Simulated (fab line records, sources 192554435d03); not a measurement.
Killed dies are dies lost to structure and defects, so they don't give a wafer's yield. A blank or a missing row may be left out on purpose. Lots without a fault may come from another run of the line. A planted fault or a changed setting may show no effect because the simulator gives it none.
Chamber matching | flow n5_finfet | N5_BEOL_M3_VIA_ETCH_34 on rie_diel-05: 4 sister chambers
The step etches the open film in C4F6/O2, target depth 69.4 nm, time 65.9 s. 16 wafers are shown with their chamber, then 8 later ones without.

WAFERS WITH THEIR CHAMBER
wafer  | chamber | rf_vpp_V (V) | showerhead_plenum_p_Torr (Torr) | drypump_motor_current_A (A)
L077.1 | 3       | 668          | 2.75                            | 5.4
L077.2 | 1       | 671          | 2.87                            | 6.2
L077.4 | 2       | 635          | 2.70                            | 5.7
L078.1 | 3       | 669          | 2.75                            | 5.4
L078.2 | 0       | 683          | 2.93                            | 5.0
L078.4 | 2       | 636          | 2.70                            | 5.7
L081.3 | 1       | 673          | 2.86                            | 6.1
L081.4 | 3       | 669          | 2.75                            | 5.4
L081.6 | 1       | 670          | 2.86                            | 6.2
L083.2 | 3       | 669          | 2.75                            | 5.4
L083.5 | 1       | 673          | 2.86                            | 6.2
L083.6 | 3       | 669          | 2.75                            | 5.4
L088.1 | 0       | 684          | 2.92                            | 5.0
L088.4 | 2       | 635          | 2.69                            | 5.6
L088.5 | 0       | 683          | 2.92                            | 5.0
L089.1 | 1       | 672          | 2.85                            | 6.2

SIGNATURES (means of the wafers above)
reading                  | chamber 0 | chamber 1 | chamber 2 | chamber 3 | scatter within a chamber
rf_vpp_V                 | 683.33    | 671.80    | 635.33    | 668.80    | 0.863
showerhead_plenum_p_Torr | 2.9233    | 2.8600    | 2.6967    | 2.7500    | 0.00527
drypump_motor_current_A  | 5.000     | 6.180     | 5.667     | 5.400     | 0.035
Rule: a wafer's distance from a chamber is the root of the sum, over the readings, of the square of ((its reading less the chamber's mean) divided by the reading's scatter). The wafer belongs to the nearest chamber; if the next one is less than 2 further off, it can't be placed. The scatter: the root of (the sum of the squares of (reading less its chamber's mean) over the shown wafers, divided by (wafers less chambers)).

WAFERS WITHOUT THEIR CHAMBER
wafer  | rf_vpp_V (V) | showerhead_plenum_p_Torr (Torr) | drypump_motor_current_A (A)
L089.4 | 669          | 2.74                            | 5.4
L089.6 | 634          | 2.69                            | 5.8
L094.4 | 669          | 2.74                            | 5.4
L094.5 | 681          | 2.91                            | 5.0
L094.6 | 673          | 2.85                            | 6.2
L097.1 | 682          | 2.91                            | 4.9
L097.3 | 634          | 2.68                            | 5.7
L097.6 | 671          | 2.85                            | 6.2

WHICH CHAMBER EACH WENT THROUGH
wafer  | from the rows above | in truth
L089.4 | 3                   | 3
L089.6 | 2                   | 2
L094.4 | 3                   | 3
L094.5 | 0                   | 0
L094.6 | 1                   | 1
L097.1 | 0                   | 0
L097.3 | 2                   | 2
L097.6 | 1                   | 1
Placed correctly: 8 of 8. Can't be placed from these rows: 0. Placed wrongly: 0.
